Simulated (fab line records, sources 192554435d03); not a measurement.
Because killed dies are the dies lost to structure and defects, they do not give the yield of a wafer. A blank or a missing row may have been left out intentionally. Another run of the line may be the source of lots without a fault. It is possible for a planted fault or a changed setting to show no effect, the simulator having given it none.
A lot that was struck, set against a sound lot + flow n5_finfet + 16 steps out of a route of 1938
Sound: the wafers L355.1, L355.2, L355.4. The struck wafers were L351.1, L351.4, L351.6. At the end, the cause is stated.
Order at every step that has rows: each side's tool, ch and its chambers, its first start. Under that, the readings that differ: sound wafers + struck wafers + difference of the means + sigmas: that difference in standard deviations of wafers without a fault.
alike: words and numbers the same on both sides, and readings whose means are apart by under 2 such deviations; not compared: readings that were withheld, readings missing a value for some wafer, numbers with overlapping values and no deviation given by the record, and bounds like >300 which may hide the same value.
The two part at a step that has a row with sigmas, a row that says differs or no value, or rows on one side only. Numbers that don't overlap but have no deviation are shown without sigmas and don't part them. A reading that every wafer of one side lacks parts them only if that side has two wafers or more.

first, 3 steps without rows for these wafers: N5_BEOL_M3_SRD_40 (time 30 s); N5_BEOL_M3_PRECLEAN_42 (cleans in residue remover, time 60 s); N5_BEOL_M3_SRD_43 (time 30 s).
N5_BEOL_M3_CD_MEAS_35: target cd 18 nm, target cd y 21 nm.
  struck on cd_sem-03, day 9 14:43; sound on cd_sem-02, day 10 14:07
  alike: cd_nm
then, 1 step without rows for these wafers: N5_BEOL_M3_DEGAS_44 (time 60 s).
N5_BEOL_M3_PRE_CLEAN_45: time 30 s.
  struck on pvd_sputter-02, day 9 14:52; sound on pvd_sputter-01, day 10 14:38
  alike: heater_power_w
N5_BEOL_M3_ALD_84: deposits TaN, pulse time 2 s, purge time 3 s, co reactant purge time 2 s.
  sound on ald_metal-03 ch 0,1,2, day 10 14:44; struck on ald_metal-03 ch 1,2,3, day 9 14:55
  alike: chamber_pressure_Torr, heater_power_outer_w, heater_power_w
N5_BEOL_M3_SURFACE_TREAT_85:
  struck on pvd_sputter-01, day 9 15:25; sound on pvd_sputter-01, day 10 15:11
  not compared: throttle_valve_pct
then, 3 steps without rows for these wafers: N5_BEOL_M3_CVD_47 (deposits Co from CCTBA/H2, target thk 3 nm, time 223.8 s); N5_BEOL_M3_SPUTTER_48 (material Cu, target thk 4.5 nm, time 8.29 s); N5_BEOL_M3_ANNEAL_49 (time 240 s).
N5_BEOL_M3_SPUTTER_79: material Cu, target thk 4.5 nm, time 8.29 s.
  struck on pvd_sputter-02, day 9 17:14; sound on pvd_sputter-01, day 10 15:39
  alike: chuck_sensor_temp_C, throttle_valve_pct
N5_BEOL_M3_ANNEAL_80: time 240 s.
  struck on pvd_sputter-02, day 9 17:19; sound on pvd_sputter-01, day 10 15:44
  no value came back on the struck wafers for heater_power_w (W), susceptor_temp_C (C); on the sound wafers heater_power_w (W) reads 809 871 788
N5_BEOL_M3_SPUTTER_81: material Cu, target thk 4.5 nm, time 8.29 s.
  struck on pvd_sputter-02, day 9 17:28; sound on pvd_sputter-01, day 10 15:52
  alike: chuck_sensor_temp_C, throttle_valve_pct
N5_BEOL_M4_RC_MEAS_101:
  sound on prober-01 ch 0, day 11 11:02; struck on prober-01 ch 0, day 10 11:58
  alike: DIBL_N, DIBL_P, IOFF_N, IOFF_P, ION_N, ION_P, SS_N, SS_P, VT_N, VT_P
-- here the record skips 4 days between the struck wafers' starts before and after, leaving off in module BEOL_M4 and picking up in module PASSIVATION (first step shown: number 1936 of the route) --
N5_PASSIVATION_PROBE_49:
  struck on prober-02, day 14 17:05; sound on prober-01, day 15 20:52
  alike: defect_limited_yield, killed_at_M0_to_M3, killed_at_M4_up, killed_at_contacts, killed_at_front_end, killed_at_other, killed_dies, killed_open, killed_short, sort_bin_5_function, sort_bin_6_memory, sort_n_pass, sort_yield_pct

== WHERE THEY PART ==
Only at N5_BEOL_M3_ANNEAL_80, within this record. Later steps at which nothing parts them and some readings are alike: N5_BEOL_M3_SPUTTER_81, N5_BEOL_M4_RC_MEAS_101, N5_PASSIVATION_PROBE_49.

WHY: what the simulator had put in
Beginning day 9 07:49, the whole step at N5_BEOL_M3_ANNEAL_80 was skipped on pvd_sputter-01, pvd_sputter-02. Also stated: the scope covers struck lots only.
